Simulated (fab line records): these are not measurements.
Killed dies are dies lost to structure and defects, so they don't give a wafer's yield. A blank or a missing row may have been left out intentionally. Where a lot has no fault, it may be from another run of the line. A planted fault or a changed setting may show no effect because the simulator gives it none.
fab line records + flow n5-finfet + part 2 of 2: steps 25 to 35 of 35
[record]
- lots = 5
- wafers = 15
- last-day = 17
route steps=1938 shown BEOL_M13@1708 BEOL_M14@1716
lots that met no fault: from a run of the same line without faults
start-h: start of the lot's first displayed wafer, in hours after the record's first day + wait-h: time in hours since the lot's previous step + " the same as in the row above + L1.1+2: several wafers, shown together as one row + - no value, or no start was given + * or withheld: withheld + < > ~ a bound
route shown NAME@n: names a module that has steps shown in the file, with the first one's number in the route + usual: mean and standard deviation over wafers with no fault + same: alike in all rows + chamber/n: place in a boat + sites: readings site by site + _std_site: the standard deviation of these + _edge_site: outer sites' mean less inner sites' + radius-mm: how far each site lies from the wafer's centre + mask NAME#n: copy n + behind: tool/chamber where the wafer was last shaped + hold: why the lot went on hold/how many hours it stayed there/how the hold came to an end + device: which transistor (n, p or np) failed to switch + end of line: tests of these same wafers at the route's end + where a step has no rows: the recipe by itself + killed: not the wafer's yield, but the dies lost to structure and defects at the first sort + map: a wafer's dies, marking killed ones x, the rest . and places with no die _
set.NAME: the run value of the setting; set.NAME@STEP: its run value at that earlier step + model.NAME: the simulator's own value behind a step, which no gauge read
a table for each step, a row for each wafer; lots at some steps of the route
services: the hour from which a tool's chamber was out of use, counted from the record's first day as start-h (under 0 if before that day), plus the number of hours and why
[[steps]]
[step N5_BEOL_M14_STRIP_63]
[recipe]
- chemistry = O2
- power-w = 600
- temp-c = 60
- pressure-mtorr = 30
- rf-frequency-hz = 6e+07
- bias-power-w = 0
- overash-fraction = 0.3
- o2-flow-sccm = 225
[usual]
- drypump-motor-current-A = 5.9/0.47
- oes-product-au = 0.81/0.089
- rf-vpp-V = 3.7/0.89
- showerhead-plenum-p-Torr = 2.08/0.07
- throttle-valve-pct = 16.62/0.22
[same]
- overash-fraction = 0.3
| lot.wafer | tool        | chamber | start-h | wait-h | drypump-motor-current-A | oes-product-au | rf-hours-counter-h | rf-vpp-V | showerhead-plenum-p-Torr | throttle-valve-pct |
|-----------|-------------|---------|---------|--------|-------------------------|----------------|--------------------|----------|--------------------------|--------------------|
| L074.2    | rie-diel-03 | 1       | -       | -      | 5.1                     | 0.69           | 246                | 4.9      | 2.08                     | 16.88              |
| L074.4    | "           | 3       | "       | "      | 6.3                     | 0.68           | -                  | 3.6      | 2.06                     | 16.85              |
| L074.6    | "           | 2       | "       | "      | 6.6                     | 0.83           | -                  | 3.7      | 2.04                     | 16.49              |
| L077.3    | rie-diel-03 | 3       | -       | -      | 6.3                     | 0.69           | 253                | 3.4      | 2.06                     | 16.86              |
| L077.5    | "           | 2       | "       | "      | 6.6                     | 0.83           | -                  | 3.5      | 2.04                     | 16.52              |
| L077.6    | "           | 3       | "       | "      | 6.3                     | 0.67           | -                  | 3.8      | 2.06                     | 16.86              |
| L090.2    | rie-diel-03 | 1       | -       | -      | 5.2                     | 0.90           | 21                 | 6.4      | 2.07                     | 16.46              |
| L090.3    | "           | 2       | "       | "      | 6.6                     | 0.78           | 110                | 3.2      | 2.03                     | 16.57              |
| L090.5    | "           | 0       | "       | "      | 5.8                     | 0.81           | -                  | 3.6      | 2.02                     | 16.69              |
| L093.2    | rie-diel-05 | 2       | -       | -      | 5.2                     | 0.73           | 176                | 4.1      | 2.01                     | 16.45              |
| L093.3    | "           | 3       | "       | "      | 5.6                     | 0.66           | 263                | 4.9      | 2.14                     | 16.97              |
| L093.6    | "           | 1       | "       | "      | 5.8                     | 0.82           | -                  | 3.4      | 2.04                     | 16.72              |
| L095.2    | rie-diel-04 | 2       | -       | -      | 5.9                     | 0.86           | 60                 | 5.3      | 2.24                     | 16.41              |
| L095.4    | "           | 3       | "       | "      | 5.9                     | 0.90           | 31                 | 3.9      | 2.14                     | 16.66              |
| L095.5    | "           | 1       | "       | "      | 6.4                     | 0.79           | -                  | 3.3      | 2.21                     | 16.94              |
[step N5_BEOL_M14_STRIP_64]
[recipe]
- chemistry = O2
- power-w = 600
- temp-c = 60
- pressure-mtorr = 30
- rf-frequency-hz = 6e+07
- bias-power-w = 0
- overash-fraction = 0.3
- o2-flow-sccm = 225
[usual]
- drypump-motor-current-A = 5.9/0.47
- oes-product-au = 0.81/0.09
- rf-vpp-V = 3.7/0.49
- showerhead-plenum-p-Torr = 2.08/0.07
- throttle-valve-pct = 16.62/0.21
[same]
- overash-fraction = 0.3
| lot.wafer | tool        | chamber | start-h | wait-h | drypump-motor-current-A | oes-product-au | rf-hours-counter-h | rf-vpp-V | showerhead-plenum-p-Torr | throttle-valve-pct |
|-----------|-------------|---------|---------|--------|-------------------------|----------------|--------------------|----------|--------------------------|--------------------|
| L074.2    | rie-diel-03 | 1       | -       | -      | 5.1                     | 0.69           | 246                | 3.9      | 2.08                     | 16.86              |
| L074.4    | "           | 3       | "       | "      | 6.3                     | 0.69           | -                  | 3.8      | 2.06                     | 16.85              |
| L074.6    | "           | 2       | "       | "      | 6.6                     | 0.84           | -                  | 3.6      | 2.04                     | 16.49              |
| L077.3    | rie-diel-03 | 3       | -       | -      | 6.3                     | 0.67           | 253                | 3.5      | 2.06                     | 16.84              |
| L077.5    | "           | 2       | "       | "      | 6.6                     | 0.82           | -                  | 3.3      | 2.04                     | 16.50              |
| L077.6    | "           | 3       | "       | "      | 6.3                     | 0.67           | -                  | 3.8      | 2.06                     | 16.87              |
| L090.2    | rie-diel-03 | 1       | -       | -      | 5.1                     | 0.91           | 21                 | 4.6      | 2.07                     | 16.49              |
| L090.3    | "           | 2       | "       | "      | 6.6                     | 0.79           | 110                | 2.7      | 2.03                     | 16.56              |
| L090.5    | "           | 0       | "       | "      | 5.8                     | 0.81           | -                  | 4.0      | 2.02                     | 16.70              |
| L093.2    | rie-diel-05 | 2       | -       | -      | 5.2                     | 0.71           | 176                | 4.3      | 2.01                     | 16.47              |
| L093.3    | "           | 3       | "       | "      | 5.6                     | 0.66           | 263                | 2.8      | 2.14                     | 16.95              |
| L093.6    | "           | 1       | "       | "      | 5.8                     | 0.82           | -                  | 2.8      | 2.04                     | 16.74              |
| L095.2    | rie-diel-04 | 2       | -       | -      | 5.9                     | 0.87           | 60                 | 3.8      | 2.24                     | 16.39              |
| L095.4    | "           | 3       | "       | "      | 6.0                     | 0.89           | 31                 | 3.6      | 2.14                     | 16.65              |
| L095.5    | "           | 1       | "       | "      | 6.4                     | 0.80           | -                  | 4.3      | 2.21                     | 16.93              |
[step N5_BEOL_M14_STRIP_71]
[recipe]
- chemistry = post-etch-residue-remover
- time-s = 60
- temp-c = 25
- remover-ph = withheld
- remover-water-wt-pct = withheld
- remover-fluoride-wt-pct = withheld
[same]
- time-s = 60
| lot.wafer  | tool         | chamber | start-h | wait-h |
|------------|--------------|---------|---------|--------|
| L074.2+4+6 | wet-bench-02 | 1,7,6   | 247.23  | -      |
| L077.3+5+6 | wet-bench-06 | 2,4,7   | 263.45  | -      |
| L090.2+3+5 | wet-bench-03 | 6,0,2   | 329.66  | -      |
| L093.2+3+6 | wet-bench-06 | 4,6,0   | 355.76  | -      |
| L095.2+4+5 | wet-bench-02 | 5,3,2   | 373.15  | -      |
[step N5_BEOL_M14_SRD_72]
[recipe]
- time-s = 30
- temp-c = 23
- rinse-liquid = diw
- dry = n2-spin
- spin-rpm = 1500
- dry-time-s = 30
[usual]
- spin-rpm = 1500.0/0.8
[same]
- time-s = 30
| lot.wafer | tool         | chamber | start-h | wait-h | spin-rpm |
|-----------|--------------|---------|---------|--------|----------|
| L074.2    | wet-bench-02 | 1       | 247.25  | 0.0    | 1500.5   |
| L074.4    | "            | 7       | "       | "      | 1500.7   |
| L074.6    | "            | 6       | "       | "      | 1499.1   |
| L077.3    | wet-bench-06 | 2       | 263.47  | 0.0    | 1499.9   |
| L077.5    | "            | 4       | "       | "      | 1501.6   |
| L077.6    | "            | 7       | "       | "      | 1501.7   |
| L090.2    | wet-bench-03 | 6       | 329.67  | 0.0    | 1500.1   |
| L090.3    | "            | 0       | "       | "      | 1501.0   |
| L090.5    | "            | 2       | "       | "      | 1501.0   |
| L093.2    | wet-bench-06 | 4       | 355.78  | 0.0    | 1499.0   |
| L093.3    | "            | 6       | "       | "      | 1500.2   |
| L093.6    | "            | 0       | "       | "      | 1500.7   |
| L095.2    | wet-bench-02 | 5       | 373.17  | 0.0    | 1499.4   |
| L095.4    | "            | 3       | "       | "      | 1499.9   |
| L095.5    | "            | 2       | "       | "      | 1500.9   |
[step N5_BEOL_M14_CD_MEAS_17]
[recipe]
- target-cd-nm = 250
- polarity = opening
[usual]
- cd-nm = 251.1/2.1
| lot.wafer | tool      | chamber | start-h | wait-h | cd-nm |
|-----------|-----------|---------|---------|--------|-------|
| L074.2    | cd-sem-02 | -       | 247.29  | 0.0    | 253.4 |
| L074.4    | "         | -       | "       | "      | 249.8 |
| L074.6    | "         | -       | "       | "      | 252.1 |
| L077.3    | cd-sem-01 | -       | 263.51  | 0.0    | 251.7 |
| L077.5    | "         | -       | "       | "      | 249.3 |
| L077.6    | "         | -       | "       | "      | 252.9 |
| L090.2    | cd-sem-01 | -       | 329.72  | 0.0    | 249.1 |
| L090.3    | "         | -       | "       | "      | 250.4 |
| L090.5    | "         | -       | "       | "      | 250.4 |
| L093.2    | cd-sem-02 | -       | 355.82  | 0.0    | 251.1 |
| L093.3    | "         | -       | "       | "      | 250.9 |
| L093.6    | "         | -       | "       | "      | 252.7 |
| L095.2    | cd-sem-02 | -       | 373.21  | 0.0    | 255.5 |
| L095.4    | "         | -       | "       | "      | 254.9 |
| L095.5    | "         | -       | "       | "      | 255.3 |
[step N5_BEOL_M14_COAT_65]
[recipe]
- resist = SOC
- temp-c = 250
- time-s = 60
- spin-rpm = 1500
- resist-thk-nm = 450
[same]
- time-s = 60
| lot.wafer  | tool           | chamber | start-h | wait-h |
|------------|----------------|---------|---------|--------|
| L074.2+4+6 | litho-track-02 | 0       | 247.33  | 0.0    |
| L077.3+5+6 | litho-track-05 | 0       | 263.55  | 0.0    |
| L090.2+3+5 | litho-track-01 | 0       | 329.75  | 0.0    |
| L093.2+3+6 | litho-track-05 | 0       | 355.85  | 0.0    |
| L095.2+4+5 | litho-track-05 | 0       | 373.25  | 0.0    |
[step N5_BEOL_M14_COAT_66]
[recipe]
- resist = SiARC
- temp-c = 220
- time-s = 60
- spin-rpm = 1500
- resist-thk-nm = 110
[same]
- time-s = 60
| lot.wafer  | tool           | chamber | start-h | wait-h |
|------------|----------------|---------|---------|--------|
| L074.2+4+6 | litho-track-02 | 0       | -       | -      |
| L077.3+5+6 | litho-track-05 | 0       | -       | -      |
| L090.2+3+5 | litho-track-01 | 0       | -       | -      |
| L093.2+3+6 | litho-track-05 | 0       | -       | -      |
| L095.2+4+5 | litho-track-05 | 0       | -       | -      |
[step N5_BEOL_M14_COAT_22]
[recipe]
- spin-rpm = 2888
- resist-thk-nm = 300
| lot.wafer  | tool           | chamber | start-h | wait-h |
|------------|----------------|---------|---------|--------|
| L074.2+4+6 | litho-track-02 | 0       | -       | -      |
| L077.3+5+6 | litho-track-05 | 0       | -       | -      |
| L090.2+3+5 | litho-track-01 | 0       | -       | -      |
| L093.2+3+6 | litho-track-05 | 0       | -       | -      |
| L095.2+4+5 | litho-track-05 | 0       | -       | -      |
[step N5_BEOL_M14_EBR_24]
[recipe]
- solvent = PGMEA
- ebr-width-mm = 1.5
| lot.wafer  | tool           | chamber | start-h | wait-h |
|------------|----------------|---------|---------|--------|
| L074.2+4+6 | litho-track-02 | 0       | -       | -      |
| L077.3+5+6 | litho-track-05 | 0       | -       | -      |
| L090.2+3+5 | litho-track-01 | 0       | -       | -      |
| L093.2+3+6 | litho-track-05 | 0       | -       | -      |
| L095.2+4+5 | litho-track-05 | 0       | -       | -      |
[step N5_BEOL_M14_SOFTBAKE_23]
[recipe]
- temp-c = 130
- time-s = 60
[same]
- time-s = 60
| lot.wafer  | tool           | chamber | start-h | wait-h |
|------------|----------------|---------|---------|--------|
| L074.2+4+6 | litho-track-02 | 0       | -       | -      |
| L077.3+5+6 | litho-track-05 | 0       | -       | -      |
| L090.2+3+5 | litho-track-01 | 0       | -       | -      |
| L093.2+3+6 | litho-track-05 | 0       | -       | -      |
| L095.2+4+5 | litho-track-05 | 0       | -       | -      |
[step N5_BEOL_M14_EXPOSE_25]
[recipe]
- mask-id = M14
- na = 0.8
- source-shape = annular
- sigma-inner = 0.5
- sigma-outer = 0.8
- polarization = unpolarized
- target-cd-nm = 280
- dose-mj = 26.6
[usual]
- exposure-dose-mJ-cm2 = 26.574/0.03
- stage-vel-mm-s = 499.99/0.26
| lot.wafer | tool           | chamber | start-h | wait-h | mask  | exposure-dose-mJ-cm2 | stage-vel-mm-s |
|-----------|----------------|---------|---------|--------|-------|----------------------|----------------|
| L074.2    | krf-scanner-01 | 0       | 247.45  | -      | M14#0 | 26.583               | 499.74         |
| L074.4    | "              | 0       | "       | "      | M14#0 | 26.568               | 499.78         |
| L074.6    | "              | 0       | "       | "      | M14#0 | 26.593               | 499.74         |
| L077.3    | krf-scanner-02 | 0       | 263.67  | -      | M14#0 | 26.599               | 499.72         |
| L077.5    | "              | 0       | "       | "      | M14#0 | 26.557               | 499.81         |
| L077.6    | "              | 0       | "       | "      | M14#0 | 26.544               | 499.95         |
| L090.2    | krf-scanner-02 | 0       | 329.88  | -      | M14#0 | 26.559               | 499.67         |
| L090.3    | "              | 0       | "       | "      | M14#0 | 26.581               | 499.88         |
| L090.5    | "              | 0       | "       | "      | M14#0 | 26.586               | 499.71         |
| L093.2    | krf-scanner-01 | 0       | 355.98  | -      | M14#0 | 26.549               | 499.87         |
| L093.3    | "              | 0       | "       | "      | M14#0 | 26.564               | 500.07         |
| L093.6    | "              | 0       | "       | "      | M14#0 | 26.543               | 500.05         |
| L095.2    | krf-scanner-01 | 0       | 373.37  | -      | M14#0 | 26.643               | 499.82         |
| L095.4    | "              | 0       | "       | "      | M14#0 | 26.609               | 499.88         |
| L095.5    | "              | 0       | "       | "      | M14#0 | 26.602               | 499.91         |
[[services]]
| tool           | chamber | start-h | hours | kind   |
|----------------|---------|---------|-------|--------|
| krf-scanner-01 | -       | 223.16  | 3.6   | pm     |
| krf-scanner-02 | -       | 226.72  | 0.8   | pm     |
| krf-scanner-02 | -       | 228.93  | 4.0   | pm     |
| pecvd-02       | -       | 243.66  | 2.5   | repair |
| pecvd-02       | -       | 250.95  | 1.2   | repair |
| pecvd-04       | 1       | 262.03  | 9.9   | repair |
| krf-scanner-01 | -       | 269.21  | 0.8   | pm     |
| rie-diel-05    | 1       | 269.99  | 15.2  | repair |
| krf-scanner-02 | -       | 278.10  | 1.3   | pm     |
| pecvd-02       | 1       | 281.80  | 12.0  | repair |
| krf-scanner-01 | -       | 287.97  | 1.0   | pm     |
| rie-diel-03    | 3       | 293.99  | 9.0   | repair |
| rie-diel-04    | 3       | 294.36  | 5.3   | repair |
| rie-diel-05    | -       | 294.65  | 0.6   | repair |
| krf-scanner-01 | -       | 295.25  | 1.3   | repair |
| rie-diel-05    | 2       | 295.50  | 9.8   | repair |
| wet-bench-06   | -       | 304.08  | 2.3   | repair |
| pecvd-02       | -       | 304.43  | 2.8   | pm     |
| pecvd-04       | -       | 306.98  | 1.1   | repair |
| rie-diel-03    | 2       | 317.61  | 2.5   | repair |
| rie-diel-05    | 0       | 326.20  | 1.9   | repair |
| rie-diel-05    | 3       | 332.91  | 4.5   | repair |
| rie-diel-05    | 3       | 350.53  | 1.5   | repair |
| rie-diel-05    | 0       | 352.21  | 22.3  | repair |
